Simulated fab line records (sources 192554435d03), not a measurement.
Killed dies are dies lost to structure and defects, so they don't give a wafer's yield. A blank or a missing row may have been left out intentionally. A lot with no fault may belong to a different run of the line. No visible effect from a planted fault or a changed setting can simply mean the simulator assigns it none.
fab line records | flow n5Finfet
record lots=10 | wafers=30 | lastDay=19
route steps=1938 shown BEOL_M5@1135 PASSIVATION@1936
lots that met no fault: taken from a fault-free run of the same line
startH: start of the lot's first displayed wafer, in hours after the record's first day | waitH: hours from the lot's prior step to this one | " same as the row above | L1.1+2: a row that stands for several wafers | - either no value or no given start | * or withheld: withheld | < > ~ a bound
route shown NAME@n: a module of which the file shows steps, and the number in the route of the first | usual: mean/standard deviation of fault-free wafers | same: alike in all rows | chamber/n: place in a boat | sites: the reading at each site | _std_site: how widely they spread, as a standard deviation | _edge_site: mean of outer sites minus mean of inner sites | radiusMm: for every site, how far away it sits from the centre of the wafer | mask NAME#n: copy n | behind: the tool/chamber that last shaped the wafer | hold: the reason the lot was held/the length of the hold in hours/how it ended | device: transistor that didn't switch, given as n, p or np | end of line: the tests these same wafers got at the end of their route | a step given without rows: its recipe and nothing more | killed: not the wafer's yield, but the dies lost to structure and defects at the first sort | map: per-die view of a wafer (x killed, . not killed, _ where there is no die)
set.NAME: the setting the step ran with; set.NAME@STEP: the setting that earlier step ran with | model.NAME: the simulator's own value behind a step, which no gauge read
one table for each step of the route and one row for each wafer, over a sample of lots
services: the hour from which a tool's chamber was out of use, counted from the record's first day as startH (under 0 if before that day), plus the number of hours and why
## steps
# step N5_BEOL_M5_STRIP_64
# recipe chemistry=CF4 | resist=SiARC | powerW=300 | biasPowerW=75 | pressureMtorr=50 | cf4FlowSccm=150 | rfFrequencyHz=6e+07
# usual drypumpMotorCurrentA=5.8/0.4 | oesProductAu=0.74/0.052 | rfVppV=271.6/1.3 | showerheadPlenumPTorr=1.81/0.044 | throttleValvePct=13.66/0.16
lot.wafer | tool       | chamber | startH | waitH | drypumpMotorCurrentA | oesProductAu | rfHoursCounterH | rfVppV | showerheadPlenumPTorr | throttleValvePct
L731.3    | rieDiel-03 | 0       | 173.51 | 0.0   | 6.4                  | 0.72         | 202             | 270.2  | 1.78                  | 13.70
L731.5    | "          | 2       | "      | "     | 5.4                  | 0.74         | -               | 272.7  | 1.79                  | 13.49
L731.6    | "          | 3       | "      | "     | 5.6                  | 0.70         | -               | 269.9  | 1.77                  | 13.73
L739.1    | rieDiel-04 | 0       | 235.11 | 0.0   | 5.4                  | 0.82         | 79              | 273.3  | 1.89                  | 13.39
L739.3    | "          | 2       | "      | "     | 6.5                  | 0.71         | 218             | 269.8  | 1.78                  | 13.63
L739.6    | "          | 3       | "      | "     | 6.5                  | 0.70         | -               | 271.0  | 1.78                  | 13.59
L741.3    | rieDiel-04 | 2       | 262.54 | 0.0   | 6.5                  | 0.71         | 226             | 272.1  | 1.78                  | 13.66
L741.4    | "          | 1       | "      | "     | 6.2                  | 0.73         | 169             | 272.0  | 1.79                  | 13.81
L741.6    | "          | 1       | "      | "     | 6.2                  | 0.73         | -               | 270.7  | 1.79                  | 13.83
L744.1    | rieDiel-03 | 0       | 267.37 | 0.0   | 6.4                  | 0.71         | 230             | 270.9  | 1.77                  | 13.77
L744.3    | "          | 3       | "      | "     | 5.6                  | 0.67         | 235             | 270.8  | 1.76                  | 13.79
L744.5    | "          | 3       | "      | "     | 5.6                  | 0.67         | -               | 270.3  | 1.76                  | 13.79
L745.3    | rieDiel-03 | 1       | 273.65 | 0.0   | 6.0                  | 0.82         | 62              | 270.4  | 1.75                  | 13.41
L745.5    | "          | 3       | "      | "     | 5.6                  | 0.67         | -               | 271.2  | 1.76                  | 13.80
L745.6    | "          | 2       | "      | "     | 5.4                  | 0.71         | -               | 270.1  | 1.78                  | 13.54
L748.1    | rieDiel-05 | 1       | 288.42 | 0.0   | 5.8                  | 0.71         | 199             | 273.0  | 1.85                  | 13.77
L748.2    | "          | 0       | "      | "     | 5.2                  | 0.77         | 118             | 271.5  | 1.80                  | 13.74
L748.6    | "          | 2       | "      | "     | 5.7                  | 0.71         | -               | 272.8  | 1.85                  | 13.92
L747.1    | rieDiel-05 | 2       | 291.00 | 0.0   | 5.7                  | 0.71         | 232             | 272.3  | 1.84                  | 13.95
L747.2    | "          | 0       | "      | "     | 5.3                  | 0.76         | 119             | 270.8  | 1.80                  | 13.75
L747.4    | "          | 1       | "      | "     | 5.8                  | 0.70         | 200             | 273.4  | 1.85                  | 13.76
L750.1    | rieDiel-03 | 3       | 298.21 | 0.0   | 5.6                  | 0.67         | 241             | 269.5  | 1.76                  | 13.81
L750.3    | "          | 1       | "      | "     | 6.0                  | 0.82         | 67              | 269.6  | 1.75                  | 13.44
L750.4    | "          | 2       | "      | "     | 5.4                  | 0.70         | 212             | 271.5  | 1.78                  | 13.57
L751.1    | rieDiel-05 | 2       | 300.46 | 0.0   | 5.7                  | 0.70         | 234             | 272.5  | 1.84                  | 13.98
L751.2    | "          | 1       | "      | "     | 5.8                  | 0.69         | 202             | 272.1  | 1.85                  | 13.77
L751.5    | "          | 0       | "      | "     | 5.2                  | 0.77         | -               | 271.4  | 1.80                  | 13.76
L753.2    | rieDiel-03 | 0       | 326.19 | 0.0   | 6.3                  | 0.70         | 245             | 270.6  | 1.77                  | 13.79
L753.5    | "          | 1       | "      | "     | 6.0                  | 0.80         | -               | 269.7  | 1.75                  | 13.45
L753.6    | "          | 2       | "      | "     | 5.5                  | 0.70         | -               | 270.5  | 1.78                  | 13.59
# step N5_BEOL_M5_HM_OPEN_17
# recipe chemistry=Cl2/BCl3 | targetDepthA=200 | overetchA=60 | target=TiN | maskMaterial=SOC | ionEnergyEv=150 | pressureMtorr=10 | icpW=1000 | biasW=126 | Cl2_flow_sccm=53.25 | bcl3FlowSccm=21.75 | Ar_flow_sccm=25
# usual drypumpMotorCurrentA=5.7/0.32 | oesProductAu=0.66/0.08 | throttleValvePct=22.20/0.3
lot.wafer | tool        | chamber | startH | waitH | drypumpMotorCurrentA | oesProductAu | rfHoursCounterH | throttleValvePct
L731.3    | rieMetal-01 | 0       | 173.58 | 0.1   | 6.0                  | 0.60         | -               | 21.97
L731.5    | "           | 1       | "      | "     | 5.4                  | 0.66         | -               | 22.60
L731.6    | "           | 0       | "      | "     | 6.0                  | 0.59         | -               | 21.99
L739.1    | rieMetal-01 | 1       | 235.15 | 0.0   | 5.5                  | 0.65         | 40              | 22.59
L739.3    | "           | 1       | "      | "     | 5.5                  | 0.66         | -               | 22.58
L739.6    | "           | 0       | "      | "     | 6.0                  | 0.59         | -               | 21.98
L741.3    | rieMetal-02 | 1       | 262.61 | 0.1   | 5.9                  | 0.61         | -               | 22.37
L741.4    | "           | 0       | "      | "     | 5.3                  | 0.81         | -               | 21.98
L741.6    | "           | 0       | "      | "     | 5.3                  | 0.81         | -               | 21.96
L744.1    | rieMetal-01 | 0       | 267.41 | 0.0   | 6.0                  | 0.58         | 77              | 21.99
L744.3    | "           | 0       | "      | "     | 6.0                  | 0.58         | -               | 22.00
L744.5    | "           | 1       | "      | "     | 5.4                  | 0.64         | -               | 22.60
L745.3    | rieMetal-03 | 1       | 273.72 | 0.1   | 5.4                  | 0.78         | -               | 21.69
L745.5    | "           | 0       | "      | "     | 6.3                  | 0.64         | -               | 22.27
L745.6    | "           | 1       | "      | "     | 5.4                  | 0.77         | -               | 21.69
L748.1    | rieMetal-03 | 1       | 288.46 | 0.0   | 5.4                  | 0.75         | 12              | 21.72
L748.2    | "           | 0       | "      | "     | 6.3                  | 0.63         | 52              | 22.29
L748.6    | "           | 1       | "      | "     | 5.4                  | 0.75         | -               | 21.71
L747.1    | rieMetal-01 | 1       | 291.04 | 0.0   | 5.5                  | 0.63         | 45              | 22.61
L747.2    | "           | 0       | "      | "     | 6.0                  | 0.58         | 78              | 22.01
L747.4    | "           | 1       | "      | "     | 5.5                  | 0.63         | -               | 22.60
L750.1    | rieMetal-02 | 0       | 298.25 | 0.0   | 5.3                  | 0.79         | 4               | 21.98
L750.3    | "           | 1       | "      | "     | 5.9                  | 0.60         | -               | 22.36
L750.4    | "           | 0       | "      | "     | 5.3                  | 0.79         | -               | 21.99
L751.1    | rieMetal-03 | 1       | 300.50 | 0.0   | 5.4                  | 0.76         | 14              | 21.70
L751.2    | "           | 0       | "      | "     | 6.2                  | 0.64         | 54              | 22.31
L751.5    | "           | 0       | "      | "     | 6.2                  | 0.63         | -               | 22.30
L753.2    | rieMetal-01 | 1       | 326.23 | 0.0   | 5.4                  | 0.63         | 48              | 22.61
L753.5    | "           | 1       | "      | "     | 5.4                  | 0.62         | -               | 22.60
L753.6    | "           | 0       | "      | "     | 6.0                  | 0.57         | -               | 22.01
# step N5_BEOL_M5_ETCH_41
# recipe chemistry=CH3F/O2 | target=SiCN | targetDepthA=315 | taperDeg=2 | timeS=56.7 | ionEnergyEv=120 | maskMaterial=TiN | pressureMtorr=30 | sourceW=395 | biasW=75 | Ar_flow_sccm=150 | CH3F_flow_sccm=30 | O2_flow_sccm=20
# usual drypumpMotorCurrentA=5.9/0.42 | oesProductAu=0.75/0.057 | rfFwdPowerW=391.6/1.2 | rfVppV=297.5/1.3 | showerheadPlenumPTorr=2.01/0.051 | throttleValvePct=16.35/0.15
lot.wafer | tool       | chamber | startH | waitH | drypumpMotorCurrentA | oesProductAu | rfFwdPowerW | rfHoursCounterH | rfVppV | showerheadPlenumPTorr | throttleValvePct
L731.3    | rieDiel-04 | 1       | 177.89 | -     | 6.2                  | 0.75         | 391.1       | 144             | 297.2  | 2.00                  | 16.48
L731.5    | "          | 1       | "      | "     | 6.2                  | 0.76         | 390.2       | -               | 298.6  | 2.00                  | 16.48
L731.6    | "          | 2       | "      | "     | 6.5                  | 0.73         | 389.5       | -               | 296.5  | 1.98                  | 16.28
L739.1    | rieDiel-05 | 2       | 241.58 | -     | 5.7                  | 0.70         | 393.6       | 219             | 299.3  | 2.05                  | 16.59
L739.3    | "          | 1       | "      | "     | 5.8                  | 0.71         | 390.1       | 186             | 298.4  | 2.07                  | 16.43
L739.6    | "          | 0       | "      | "     | 5.2                  | 0.78         | 393.2       | -               | 297.6  | 2.02                  | 16.54
L741.3    | rieDiel-05 | 1       | 266.14 | -     | 5.8                  | 0.75         | 486.4       | 192             | 277.3  | 2.07                  | 16.43
L741.4    | "          | 2       | "      | "     | 5.7                  | 0.74         | 486.6       | 225             | 277.3  | 2.05                  | 16.58
L741.6    | "          | 2       | "      | "     | 5.7                  | 0.73         | 488.0       | -               | 277.2  | 2.05                  | 16.60
L744.1    | rieDiel-05 | 1       | 272.71 | -     | 5.8                  | 0.75         | 486.2       | 194             | 277.5  | 2.07                  | 16.43
L744.3    | "          | 3       | "      | "     | 5.7                  | 0.86         | 485.9       | 79              | 279.2  | 2.11                  | 16.34
L744.5    | "          | 2       | "      | "     | 5.7                  | 0.74         | 486.0       | -               | 278.2  | 2.05                  | 16.59
L745.3    | rieDiel-03 | 3       | 278.17 | -     | 5.6                  | 0.68         | 391.8       | 237             | 296.6  | 1.97                  | 16.52
L745.5    | "          | 2       | "      | "     | 5.5                  | 0.73         | 391.9       | -               | 297.0  | 1.98                  | 16.23
L745.6    | "          | 1       | "      | "     | 6.0                  | 0.85         | 390.9       | -               | 297.6  | 1.94                  | 16.13
L748.1    | rieDiel-03 | 2       | 289.62 | -     | 5.5                  | 0.71         | 392.5       | 211             | 297.8  | 1.98                  | 16.23
L748.2    | "          | 1       | "      | "     | 6.0                  | 0.84         | 393.0       | 66              | 296.9  | 1.94                  | 16.14
L748.6    | "          | 2       | "      | "     | 5.5                  | 0.72         | 392.2       | -               | 298.1  | 1.98                  | 16.23
L747.1    | rieDiel-04 | 3       | 293.80 | -     | 6.5                  | 0.68         | 390.8       | 202             | 297.7  | 1.99                  | 16.36
L747.2    | "          | 2       | "      | "     | 6.5                  | 0.70         | 390.8       | 236             | 298.2  | 1.97                  | 16.31
L747.4    | "          | 3       | "      | "     | 6.4                  | 0.69         | 390.9       | -               | 297.1  | 1.99                  | 16.35
L750.1    | rieDiel-04 | 3       | 300.04 | -     | 6.5                  | 0.68         | 391.4       | 203             | 297.8  | 1.99                  | 16.35
L750.3    | "          | 1       | "      | "     | 6.2                  | 0.72         | 392.1       | 179             | 295.9  | 1.99                  | 16.55
L750.4    | "          | 1       | "      | "     | 6.2                  | 0.73         | 391.2       | -               | 296.2  | 1.99                  | 16.54
L751.1    | rieDiel-04 | 3       | 305.78 | -     | 6.5                  | 0.68         | 391.7       | 204             | 296.5  | 1.99                  | 16.35
L751.2    | "          | 0       | "      | "     | 5.4                  | 0.81         | 390.7       | 95              | 298.7  | 2.10                  | 16.16
L751.5    | "          | 1       | "      | "     | 6.2                  | 0.72         | 392.6       | -               | 296.7  | 1.99                  | 16.55
L753.2    | rieDiel-05 | 0       | 331.44 | -     | 5.3                  | 0.75         | 391.7       | 132             | 298.3  | 2.01                  | 16.60
L753.5    | "          | 0       | "      | "     | 5.2                  | 0.76         | 393.8       | -               | 297.9  | 2.01                  | 16.61
L753.6    | "          | 3       | "      | "     | 5.7                  | 0.79         | 389.2       | -               | 299.4  | 2.10                  | 16.37
# step N5_BEOL_M5_CURE_80
# recipe tempC=370 | timeS=120 | ambient=DMADMS/He | material=SiCOH_lowk
# usual lampPowerPct=52.31/0.052 | wafer_temp_C_max=372.0/0.82
lot.wafer | tool      | chamber | startH | waitH | lampPowerPct | wafer_temp_C_max
L731.3    | uvCure-02 | 0       | 178.31 | 0.1   | 52.33        | 372.0
L731.5    | "         | 0       | "      | "     | 52.25        | 372.5
L731.6    | "         | 0       | "      | "     | 52.35        | 371.8
L739.1    | uvCure-03 | 1       | 241.91 | 0.0   | 52.42        | 373.4
L739.3    | "         | 1       | "      | "     | 52.40        | 373.1
L739.6    | "         | 1       | "      | "     | 52.33        | 373.2
L741.3    | uvCure-03 | 0       | 266.56 | 0.1   | 52.34        | 371.5
L741.4    | "         | 0       | "      | "     | 52.38        | 371.2
L741.6    | "         | 0       | "      | "     | 52.37        | 371.2
L744.1    | uvCure-01 | 0       | 273.03 | 0.0   | 52.35        | 371.8
L744.3    | "         | 0       | "      | "     | 52.30        | 371.3
L744.5    | "         | 0       | "      | "     | 52.34        | 371.1
L745.3    | uvCure-01 | 0       | 278.59 | 0.1   | 52.38        | 371.0
L745.5    | "         | 0       | "      | "     | 52.38        | 371.1
L745.6    | "         | 0       | "      | "     | 52.21        | 371.1
L748.1    | uvCure-02 | 1       | 289.94 | 0.0   | 52.33        | 372.8
L748.2    | "         | 1       | "      | "     | 52.30        | 372.1
L748.6    | "         | 1       | "      | "     | 52.31        | 373.5
L747.1    | uvCure-02 | 1       | 294.12 | 0.0   | 52.32        | 372.6
L747.2    | "         | 1       | "      | "     | 52.30        | 373.8
L747.4    | "         | 1       | "      | "     | 52.32        | 373.0
L750.1    | uvCure-01 | 2       | 300.36 | 0.0   | 52.39        | 372.8
L750.3    | "         | 2       | "      | "     | 52.27        | 373.6
L750.4    | "         | 2       | "      | "     | 52.22        | 372.6
L751.1    | uvCure-03 | 1       | 306.23 | 0.2   | 52.28        | 372.7
L751.2    | "         | 1       | "      | "     | 52.24        | 372.8
L751.5    | "         | 1       | "      | "     | 52.26        | 372.9
L753.2    | uvCure-02 | 2       | 331.96 | 0.2   | 52.30        | 371.1
L753.5    | "         | 2       | "      | "     | 52.34        | 372.2
L753.6    | "         | 2       | "      | "     | 52.28        | 371.8
# step N5_PASSIVATION_PROBE_49
# usual defectLimitedYield=90.9/1.3 | killed_at_M0_to_M3=35/10 | killed_at_M4_up=15/5.7 | killedAtContacts=14/6.4 | killedAtFrontEnd=40/11 | killedAtOther=4/3.1 | killedDies=108/16 | killedOpen=71/11 | killedShort=34/7.7 | sort_bin_5_function=5.4/0.9 | sort_bin_6_memory=3.4/0.61 | sortNPass=1072/16 | sortYieldPct=90.9/1.3
# same grossDies=1180 | killedAtBackSide=0 | sort_bin_4_leakage[%]=0 | sort_bin_8_speed[%]=0
lot.wafer | tool      | chamber | startH | waitH | defectLimitedYield[%] | killed_at_M0_to_M3 | killed_at_M4_up | killedAtContacts | killedAtFrontEnd | killedAtOther | killedDies | killedOpen | killedShort | sort_bin_5_function[%] | sort_bin_6_memory[%] | sortNPass | sortYieldPct[%]
L739.1    | prober-02 | -       | 337.86 | 0.0   | 91.1                  | 63                 | 8               | 2                | 30               | 2             | 105        | 66         | 39          | 6.0                    | 2.5                  | 1075      | 91.1
L739.3    | prober-02 | -       | 337.96 | 0.1   | 90.2                  | 29                 | 13              | 10               | 63               | 1             | 116        | 76         | 34          | 5.1                    | 3.8                  | 1064      | 90.2
L739.6    | prober-02 | -       | 338.11 | 0.3   | 90.5                  | 51                 | 15              | 8                | 36               | 2             | 112        | 77         | 35          | 5.7                    | 3.3                  | 1068      | 90.5
L741.3    | prober-02 | -       | 370.63 | 0.1   | 93.1                  | 25                 | 11              | 10               | 28               | 7             | 81         | 48         | 33          | 4.1                    | 2.0                  | 1099      | 93.1
L741.4    | prober-02 | -       | 370.68 | 0.2   | 91.9                  | 29                 | 25              | 5                | 34               | 3             | 96         | 65         | 30          | 4.6                    | 3.1                  | 1084      | 91.9
L741.6    | prober-02 | -       | 370.78 | 0.3   | 89.1                  | 24                 | 22              | 21               | 39               | 23            | 129        | 85         | 41          | 6.6                    | 3.9                  | 1051      | 89.1
L744.1    | prober-02 | -       | 373.08 | 0.0   | 91.5                  | 40                 | 10              | 19               | 28               | 3             | 100        | 70         | 30          | 5.5                    | 2.8                  | 1080      | 91.5
L744.3    | prober-02 | -       | 373.18 | 0.1   | 92.9                  | 22                 | 8               | 10               | 38               | 6             | 84         | 56         | 21          | 3.3                    | 3.1                  | 1096      | 92.9
L744.5    | prober-02 | -       | 373.28 | 0.2   | 91.6                  | 28                 | 27              | 10               | 31               | 3             | 99         | 72         | 27          | 4.5                    | 3.6                  | 1081      | 91.6
L750.1    | prober-02 | -       | 394.23 | 0.0   | 93.6                  | 16                 | 9               | 11               | 35               | 5             | 76         | 51         | 25          | 4.2                    | 2.0                  | 1104      | 93.6
L750.3    | prober-02 | -       | 394.33 | 0.1   | 90.1                  | 24                 | 19              | 19               | 46               | 9             | 117        | 67         | 46          | 5.5                    | 3.8                  | 1063      | 90.1
L750.4    | prober-02 | -       | 394.38 | 0.2   | 88.5                  | 29                 | 6               | 22               | 74               | 5             | 136        | 93         | 40          | 7.0                    | 3.7                  | 1044      | 88.5
L751.1    | prober-02 | -       | 404.36 | 0.0   | 92.7                  | 24                 | 10              | 15               | 33               | 4             | 86         | 53         | 32          | 4.7                    | 2.3                  | 1094      | 92.7
L751.2    | prober-02 | -       | 404.41 | 0.1   | 90.9                  | 35                 | 12              | 19               | 38               | 3             | 107        | 63         | 42          | 5.2                    | 3.4                  | 1073      | 90.9
L751.5    | prober-02 | -       | 404.56 | 0.2   | 90.3                  | 37                 | 11              | 13               | 50               | 4             | 115        | 69         | 38          | 5.7                    | 3.1                  | 1065      | 90.3
# killed by level:class
L739.1 BEOL_M3:geometricParticle:open=19 BEOL_M0_SAQP:geometricParticle:open=14 BEOL_M0_SAQP:geometricParticle:short=9 FIN_SAQP:geometricParticle:short=8 STI_FIN_REVEAL:geometricParticle:open=6 BEOL_M1:geometricParticle:open=5 BEOL_M0:geometricParticle:short=4 BEOL_M2:geometricParticle:open=4
L739.3 STI_FIN_REVEAL:geometricParticle:open=15 FIN_SAQP:geometricParticle:open=11 FIN_SAQP:geometricParticle:short=10 BEOL_M1:geometricParticle:open=10 GATE_CUT:geometricParticle:short=9 MOL_CONTACT_COAG:geometricParticle:open=9 BEOL_M3:geometricParticle:open=7 HKMG_FIN:areaEtch=6
L739.6 STI_FIN_REVEAL:geometricParticle:open=11 BEOL_M0_SAQP:geometricParticle:open=10 FIN_SAQP:geometricParticle:short=9 BEOL_M1:geometricParticle:open=9 FIN_SAQP:geometricParticle:open=8 BEOL_M4:geometricParticle:open=8 BEOL_M2:geometricParticle:open=7 MOL_CONTACT_COAG:geometricParticle:open=7
L741.3 MOL_CONTACT_COAG:geometricParticle:open=9 BEOL_M0_SAQP:geometricParticle:short=7 BEOL_M3:geometricParticle:open=6 FIN_SAQP:geometricParticle:open=5 BEOL_M1:geometricParticle:short=4 BEOL_M4:geometricParticle:open=4 FIN_SAQP:geometricParticle:short=3 STI_FIN_REVEAL:geometricParticle:open=3
L741.4 BEOL_M4:geometricParticle:open=8 FIN_SAQP:geometricParticle:open=7 BEOL_M3:geometricParticle:open=7 BEOL_M1:geometricParticle:open=6 BEOL_M4:geometricParticle:short=6 BEOL_M0_SAQP:geometricParticle:open=5 BEOL_M2:geometricParticle:open=5 FIN_SAQP:geometricParticle:short=4
L741.6 MOL_CONTACT_COAG:geometricParticle:open=16 PASS1_CAP:geometricParticle:open=13 BEOL_M4:geometricParticle:open=11 FIN_SAQP:geometricParticle:open=9 PASS1_CAP:geometricParticle:short=8 BEOL_M0_SAQP:geometricParticle:short=7 STI_FIN_REVEAL:geometricParticle:open=6 STARTING-WAFER:geometricParticle:short=5
L744.1 MOL_CONTACT_COAG:geometricParticle:open=12 BEOL_M1:geometricParticle:open=11 BEOL_M0_SAQP:geometricParticle:open=8 MOL_CONTACT_COAG:geometricParticle:short=7 FIN_SAQP:geometricParticle:open=6 STI_FIN_REVEAL:geometricParticle:open=5 BEOL_M0_SAQP:geometricParticle:short=5 BEOL_M3:geometricParticle:open=5
L744.3 MOL_CONTACT_COAG:geometricParticle:open=9 FIN_SAQP:geometricParticle:open=8 FIN_SAQP:geometricParticle:short=7 STI_FIN_REVEAL:geometricParticle:open=7 BEOL_M1:geometricParticle:open=7 HKMG_FIN:areaEtch=6 BEOL_M2:geometricParticle:open=4 BEOL_M0_SAQP:geometricParticle:open=3
L744.5 BEOL_M4:geometricParticle:open=15 BEOL_M3:geometricParticle:open=11 MOL_CONTACT_COAG:geometricParticle:open=9 FIN_SAQP:geometricParticle:short=8 DUMMY_GATE:geometricParticle:open=8 BEOL_M1:geometricParticle:open=7 FIN_SAQP:geometricParticle:open=5 BEOL_M4:geometricParticle:short=4
L750.1 STI_FIN_REVEAL:geometricParticle:open=9 MOL_CONTACT_COAG:geometricParticle:open=8 FIN_SAQP:geometricParticle:open=5 FIN_SAQP:geometricParticle:short=5 BEOL_M0:geometricParticle:open=5 DUMMY_GATE:geometricParticle:open=3 MOL_CONTACT_COAG:geometricParticle:short=3 BEOL_M1:geometricParticle:open=3
L750.3 MOL_CONTACT_COAG:geometricParticle:open=15 FIN_SAQP:geometricParticle:short=14 STI_FIN_REVEAL:geometricParticle:open=6 BEOL_M5:geometricParticle:open=6 BEOL_M6:geometricParticle:open=5 DUMMY_GATE:geometricParticle:open=4 GATE_CUT:geometricParticle:short=4 BEOL_M2:geometricParticle:short=4
L750.4 MOL_CONTACT_COAG:geometricParticle:open=20 FIN_SAQP:geometricParticle:open=16 FIN_SAQP:geometricParticle:short=14 DUMMY_GATE:geometricParticle:open=12 BEOL_M3:geometricParticle:open=8 STI_FIN_REVEAL:geometricParticle:open=7 GATE_CUT:geometricParticle:open=6 BEOL_M0_SAQP:geometricParticle:short=4
L751.1 MOL_CONTACT_COAG:geometricParticle:open=12 GATE_CUT:geometricParticle:short=8 BEOL_M0:geometricParticle:open=7 FIN_SAQP:geometricParticle:open=6 BEOL_M0_SAQP:geometricParticle:short=6 FIN_SAQP:geometricParticle:short=4 DUMMY_GATE:geometricParticle:open=4 GATE_CUT:geometricParticle:open=3
L751.2 MOL_CONTACT_COAG:geometricParticle:open=16 FIN_SAQP:geometricParticle:short=13 BEOL_M0_SAQP:geometricParticle:short=9 BEOL_M1:geometricParticle:open=8 BEOL_M0_SAQP:geometricParticle:open=8 GATE_CUT:geometricParticle:short=7 BEOL_M0:geometricParticle:open=5 FIN_SAQP:geometricParticle:open=4
L751.5 MOL_CONTACT_COAG:geometricParticle:open=12 FIN_SAQP:geometricParticle:short=10 GATE_CUT:geometricParticle:short=9 BEOL_M1:geometricParticle:open=8 STI_FIN_REVEAL:geometricParticle:open=7 DUMMY_GATE:geometricParticle:open=7 BEOL_M0_SAQP:geometricParticle:open=6 BEOL_M0_SAQP:geometricParticle:short=6
## services
tool        | chamber | startH | hours | kind
rieMetal-01 | -       | 176.48 | 14.6  | pm
rieMetal-02 | 0       | 217.34 | -     | clean
rieMetal-02 | 0       | 217.34 | 20.8  | scheduledDown
rieMetal-02 | 0       | 217.34 | 20.8  | ventCycle
uvCure-02   | -       | 219.28 | 0.4   | repair
uvCure-03   | -       | 223.90 | 1.0   | pm
uvCure-03   | -       | 224.90 | 14.6  | pm
uvCure-02   | -       | 229.93 | 6.0   | pm
rieDiel-03  | 1       | 235.73 | 2.8   | repair
uvCure-01   | -       | 249.01 | 2.5   | repair
rieDiel-03  | -       | 252.66 | 2.8   | pm
uvCure-03   | -       | 258.60 | 0.5   | repair
rieDiel-04  | 3       | 264.39 | 11.2  | repair
rieMetal-03 | -       | 265.67 | 0.1   | repair
uvCure-01   | -       | 266.11 | 6.0   | pm
rieDiel-04  | 0       | 290.08 | 9.8   | repair
rieMetal-02 | -       | 291.07 | 2.8   | pm
rieDiel-03  | 3       | 308.45 | 5.8   | repair
rieDiel-05  | 2       | 328.85 | 3.0   | repair
uvCure-03   | -       | 331.88 | 0.3   | repair
## key
firstSign step=N5_BEOL_M5_ETCH_41 | reading=rfFwdPowerW | direction=up | sigmas=78 | usual=* | struck=*
effect step=N5_BEOL_M5_ETCH_41 | reading=rfVppV | direction=down | sigmas=15 | usual=297.5 | struck=277.8
metAt N5_BEOL_M5_ETCH_41
struckLots L741,L744
notActingAt N5_BEOL_M5_STRIP_64,N5_BEOL_M5_HM_OPEN_17,N5_BEOL_M5_CURE_80
onsetBetween 241.58 266.14
fault kind=processParameterDrift | tool=rieDiel-05 | chamber=- | onsetH=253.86 | steps=N5_BEOL_M5_ETCH_41 | channel=sourceW | offset=94.8 | shape=step | endH=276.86 | actsIn=theseRecipesOnly | stated=395
